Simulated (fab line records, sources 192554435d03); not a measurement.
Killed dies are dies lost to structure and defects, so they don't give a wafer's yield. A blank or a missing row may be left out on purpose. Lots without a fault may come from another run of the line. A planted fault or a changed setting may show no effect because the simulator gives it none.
Chamber matching | flow n5_finfet | N5_WELL_APT_DESCUM_30 on rie_diel-04: 4 sister chambers
The step chemistry O2, time 7.9 s. 16 wafers are shown with their chamber, then 8 later ones without.

WAFERS WITH THEIR CHAMBER
wafer  | chamber | drypump_motor_current_A (A) | showerhead_plenum_p_Torr (Torr) | throttle_valve_pct (%)
L075.1 | 0       | 6.1                         | 2.16                            | 20.35
L075.2 | 3       | 5.1                         | 2.17                            | 20.37
L075.5 | 2       | 5.7                         | 2.15                            | 20.54
L085.1 | 3       | 5.1                         | 2.16                            | 20.43
L085.4 | 2       | 5.7                         | 2.14                            | 20.57
L085.5 | 1       | 5.6                         | 1.96                            | 20.26
L087.1 | 0       | 6.0                         | 2.15                            | 20.41
L087.2 | 2       | 5.7                         | 2.14                            | 20.56
L087.4 | 1       | 5.6                         | 1.96                            | 20.28
L088.2 | 2       | 5.7                         | 2.14                            | 20.57
L088.5 | 2       | 5.7                         | 2.14                            | 20.57
L088.6 | 1       | 5.6                         | 1.96                            | 20.27
L090.1 | 2       | 5.7                         | 2.14                            | 20.59
L090.3 | 1       | 5.6                         | 1.96                            | 20.29
L090.5 | 2       | 5.7                         | 2.14                            | 20.59
L091.2 | 2       | 5.7                         | 2.14                            | 20.60

SIGNATURES (means of the wafers above)
reading                  | chamber 0 | chamber 1 | chamber 2 | chamber 3 | scatter within a chamber
drypump_motor_current_A  | 6.050     | 5.600     | 5.700     | 5.100     | 0.0204
showerhead_plenum_p_Torr | 2.1550    | 1.9600    | 2.1413    | 2.1650    | 0.00395
throttle_valve_pct       | 20.3800   | 20.2750   | 20.5738   | 20.4000   | 0.0236
Rule: a wafer's distance from a chamber is the root of the sum, over the readings, of the square of ((its reading less the chamber's mean) divided by the reading's scatter). The wafer belongs to the nearest chamber; if the next one is less than 2 further off, it can't be placed. The scatter: the root of (the sum of the squares of (reading less its chamber's mean) over the shown wafers, divided by (wafers less chambers)).

WAFERS WITHOUT THEIR CHAMBER
wafer  | drypump_motor_current_A (A) | showerhead_plenum_p_Torr (Torr) | throttle_valve_pct (%)
L091.4 | 5.1                         | 2.16                            | 20.44
L091.6 | 6.0                         | 2.14                            | 20.42
L092.2 | 6.0                         | 2.14                            | 20.42
L092.4 | 5.7                         | 2.14                            | 20.60
L092.6 | 5.6                         | 1.96                            | 20.29
L093.2 | 5.6                         | 1.96                            | 20.29
L093.3 | 5.1                         | 2.16                            | 20.47
L093.5 | 6.0                         | 2.14                            | 20.40

WHICH CHAMBER EACH WENT THROUGH
wafer  | from the rows above | in truth
L091.4 | 3                   | 3
L091.6 | 0                   | 0
L092.2 | 0                   | 0
L092.4 | 2                   | 2
L092.6 | 1                   | 1
L093.2 | 1                   | 1
L093.3 | 3                   | 3
L093.5 | 0                   | 0
Placed correctly: 8 of 8. Can't be placed from these rows: 0. Placed wrongly: 0.
